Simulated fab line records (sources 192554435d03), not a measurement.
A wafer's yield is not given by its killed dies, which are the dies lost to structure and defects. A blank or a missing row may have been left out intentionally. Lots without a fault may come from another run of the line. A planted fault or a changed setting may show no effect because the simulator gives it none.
Which of the tools did it? ; flow n5-finfet ; 11 lots, 30 wafers sampled, at 5 steps of a route of 1938

## WHAT THE GAUGES READ, wafer by wafer
The record holds no reading of a measuring or inspecting step that can be judged against a usual standard deviation.

## WHICH TOOL RAN EACH LOT (tool, then ch and the chambers of the sampled wafers, then the start)
lot;N5_PASSIVATION_DESCUM_12;N5_PASSIVATION_DESCUM_32;N5_PASSIVATION_AL_ETCH_33;N5_PASSIVATION_PECVD_53;N5_PASSIVATION_PROBE_49
L703;rie-diel-04 ch 0,1, day 12 02:26;rie-diel-02 ch 0,3, day 12 04:35;rie-metal-01 ch 0,1, day 12 04:40;pecvd-03 ch 0,1,2, day 12 05:41;-
L707;rie-diel-04 ch 0,3, day 13 07:16;rie-diel-06 ch 1,2,3, day 13 09:05;rie-metal-03 ch 0,1, day 13 09:10;pecvd-01 ch 0,1, day 13 10:11;-
L705;rie-diel-03 ch 0,1, day 13 10:45;rie-diel-02 ch 0,1,3, day 13 13:11;rie-metal-03 ch 0,1, day 13 13:24;pecvd-02 ch 0,1,2, day 13 14:21;-
L710;rie-diel-04 ch 0,1,3, day 14 04:04;rie-diel-01 ch 1,3, day 14 05:32;rie-metal-01 ch 0,1, day 14 05:37;pecvd-01 ch 0,1,2, day 14 06:38;-
L712;rie-diel-04 ch 1,3, day 14 20:16;rie-diel-02 ch 0,2, day 14 21:50;rie-metal-03 ch 0,1, day 14 22:03;pecvd-01 ch 0,2, day 14 22:59;-
L715;rie-diel-04 ch 1,2,3, day 15 21:33;rie-diel-01 ch 0,2, day 15 23:37;rie-metal-01 ch 0,1, day 15 23:42;pecvd-01 ch 1,2, day 16 00:43;-
L718;rie-diel-04 ch 2,3, day 16 02:41;rie-diel-06 ch 2,3, day 16 04:47;rie-metal-02 ch 0,1, day 16 04:53;pecvd-02 ch 0,1,2, day 16 06:03;-
L716;rie-diel-03 ch 0, day 16 05:21;rie-diel-02 ch 0,1, day 16 10:59;rie-metal-01 ch 0, day 16 11:04;pecvd-01 ch 0, day 16 12:06;prober-01, day 16 16:01
L722;rie-diel-04 ch 0,1, day 16 23:52;rie-diel-02 ch 2,3, day 17 01:34;rie-metal-03 ch 0,1, day 17 01:53;pecvd-02 ch 0,1, day 17 02:41;-
L726;rie-diel-03 ch 0,2,3, day 17 16:20;rie-diel-01 ch 2,3, day 17 18:07;rie-metal-01 ch 0,1, day 17 18:11;pecvd-03 ch 0,2, day 17 19:13;-
L723;rie-diel-04 ch 0,2,3, day 17 16:30;rie-diel-06 ch 0,1,3, day 17 18:17;rie-metal-03 ch 0,1, day 17 18:22;pecvd-02 ch 0,1,2, day 17 19:23;-
- N5_PASSIVATION_DESCUM_12: chemistry O2, time 7.9 s.
- N5_PASSIVATION_DESCUM_32: chemistry O2, time 7.9 s.
- N5_PASSIVATION_AL_ETCH_33: etches Al in Cl2/BCl3, stops on TaN, target depth 2800 nm, time 466.7 s.
- N5_PASSIVATION_PECVD_53: deposits SiO2 from TEOS/O2, target thk 800 nm, time 169.4 s.
- N5_PASSIVATION_PROBE_49

## AS READ BY THE TOOLS THEMSELVES (means over the sampled wafers that have a number; for cases with no such wafer, the mark the record gives instead)
N5_PASSIVATION_DESCUM_12. Usual: drypump-motor-current-A 5.6 A, standard deviation 0.47; oes-product-au 0.80 a.u., standard deviation 0.073; rf-vpp-V 243.4 V, standard deviation 1.5; showerhead-plenum-p-Torr 2.10 Torr, standard deviation 0.088; throttle-valve-pct 20.4 %, standard deviation 0.32.
lot;tool;drypump-motor-current-A (A);oes-product-au (a.u.);rf-vpp-V (V);showerhead-plenum-p-Torr (Torr);throttle-valve-pct (%);flag
L703;rie-diel-04;5.9;0.86;242.8;2.02;20.4;
L707;rie-diel-04;6.0;0.81;243.5;2.08;20.3;
L705;rie-diel-03;5.2;0.81;243.8;2.15;20.6;
L710;rie-diel-04;5.6;0.84;243.3;2.09;20.2;
L712;rie-diel-04;5.2;0.84;243.6;2.12;20.1;
L715;rie-diel-04;5.1;0.79;243.0;2.07;20.2;
L718;rie-diel-04;5.3;0.76;244.0;2.14;20.1;
L716;rie-diel-03;5.8;0.67;243.8;2.18;21.1;
L722;rie-diel-04;5.7;0.81;242.3;2.01;20.4;
L726;rie-diel-03;5.9;0.79;244.8;2.17;20.5;
L723;rie-diel-04;5.6;0.75;243.2;2.06;20.3;

N5_PASSIVATION_DESCUM_32. Usual: drypump-motor-current-A 5.9 A, standard deviation 0.37; oes-product-au 0.83 a.u., standard deviation 0.063; rf-vpp-V 243.3 V, standard deviation 1.2; showerhead-plenum-p-Torr 2.10 Torr, standard deviation 0.062; throttle-valve-pct 20.46 %, standard deviation 0.21.
lot;tool;drypump-motor-current-A (A);oes-product-au (a.u.);rf-vpp-V (V);showerhead-plenum-p-Torr (Torr);throttle-valve-pct (%);flag
L703;rie-diel-02;5.8;0.82;243.4;2.12;20.24;
L707;rie-diel-06;5.9;0.78;242.3;2.07;20.61;
L705;rie-diel-02;5.7;0.77;243.4;2.14;20.46;
L710;rie-diel-01;5.8;0.84;243.3;2.11;20.49;
L712;rie-diel-02;6.1;0.80;243.8;2.11;20.23;
L715;rie-diel-01;5.9;0.86;244.5;2.17;20.41;
L718;rie-diel-06;5.5;0.91;243.0;2.03;20.38;
L716;rie-diel-02;5.8;0.85;244.1;2.12;20.46;
L722;rie-diel-02;5.8;0.80;242.8;2.12;20.25;
L726;rie-diel-01;5.5;0.83;244.8;2.19;20.65;
L723;rie-diel-06;6.0;0.84;242.5;2.06;20.64;

N5_PASSIVATION_AL_ETCH_33. Usual: drypump-motor-current-A 5.85 A, standard deviation 0.18; oes-product-au 0.68 a.u., standard deviation 0.046; throttle-valve-pct 34.3 %, standard deviation 0.39.
lot;tool;drypump-motor-current-A (A);oes-product-au (a.u.);throttle-valve-pct (%);flag
L703;rie-metal-01;5.83;0.68;34.5;
L707;rie-metal-03;6.04;0.75;34.5;
L705;rie-metal-03;6.04;0.74;34.5;
L710;rie-metal-01;5.84;0.67;34.5;
L712;rie-metal-03;6.05;0.70;34.4;
L715;rie-metal-01;5.82;0.67;34.5;
L718;rie-metal-02;5.59;0.66;34.1;
L716;rie-metal-01;5.83;0.66;34.0;
L722;rie-metal-03;6.04;0.71;34.3;
L726;rie-metal-01;5.82;0.65;34.3;
L723;rie-metal-03;6.04;0.71;34.5;

N5_PASSIVATION_PECVD_53. Usual: run-length-s at 197.2 s, with a standard deviation of 0.61.
lot;tool;run-length-s (s);flag
L703;pecvd-03;197.5;
L707;pecvd-01;197.0;
L705;pecvd-02;197.0;
L710;pecvd-01;197.2;
L712;pecvd-01;173.4;OFF
L715;pecvd-01;180.8;OFF
L718;pecvd-02;197.2;
L716;pecvd-01;173.3;OFF
L722;pecvd-02;197.2;
L726;pecvd-03;198.2;
L723;pecvd-02;196.9;

N5_PASSIVATION_PROBE_49. Usual: defect-limited-yield 91.2 %, standard deviation 1.3; killed_at_M0_to_M3 34, standard deviation 10; killed_at_M4_up 13, standard deviation 4.6; killed-at-contacts 13, standard deviation 5.5; killed-at-front-end 41, standard deviation 12; killed-at-other 2.8, standard deviation 2.4; killed-dies 104, standard deviation 16; killed-open 67, standard deviation 12; killed-short 33, standard deviation 7.2; sort_bin_4_leakage 0.00 %, standard deviation 0.012; sort_bin_5_function 5.1 %, standard deviation 0.86; sort_bin_6_memory 3.3 %, standard deviation 0.62; sort-n-pass 1076, standard deviation 16; sort-yield-pct 91.2 %, standard deviation 1.3.
lot;tool;defect-limited-yield (%);killed_at_M0_to_M3;killed_at_M4_up;killed-at-contacts;killed-at-front-end;killed-at-other;killed-dies;killed-open;killed-short;sort_bin_4_leakage (%);sort_bin_5_function (%);sort_bin_6_memory (%);sort-n-pass;sort-yield-pct (%);flag
L716;prober-01;92.2;24;15;10;40;2.5;92;56;32;0.00;4.3;3.0;1088;92.2;

## THE ANSWER, worked out from the rows above alone
Rule: a lot counts as off when the mean over its wafers that have a number is more than 3 standard deviations away from the usual mean. Also off: a lot with no number at a reading for which 4 or more lots have one. Where the step has rows for the other lots, those lots are counted as sound. First the gauges in route order, then the tools' own readings, where a lot's mean is used as printed above. The first step at which some lot is off is used, and at that step the reading that is off furthest; a lot without a number counts as furthest.
Off: L712, L715, L716 (N5_PASSIVATION_PECVD_53, run-length-s).
A tool fits if, at that step or a process step before it, it ran every lot that is off, and no sound lot after the first of them. One candidate fits, namely pecvd-01 at N5_PASSIVATION_PECVD_53. Its last sound lot is L710 (day 14 06:38), its first lot that is off L712 (day 14 22:59): a fault that began between those two fits.
The tool's own readings at N5_PASSIVATION_PECVD_53 bear it out: on the lots that are off they differ by more than 5 times the standard deviation of the sound lots' means. run-length-s reads 175.8 s there against 197.3 s on the sound lots.

## WHAT HAD BEEN PUT IN BY THE SIMULATOR
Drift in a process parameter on pecvd-01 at N5_PASSIVATION_PECVD_53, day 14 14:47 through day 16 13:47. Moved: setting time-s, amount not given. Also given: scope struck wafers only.
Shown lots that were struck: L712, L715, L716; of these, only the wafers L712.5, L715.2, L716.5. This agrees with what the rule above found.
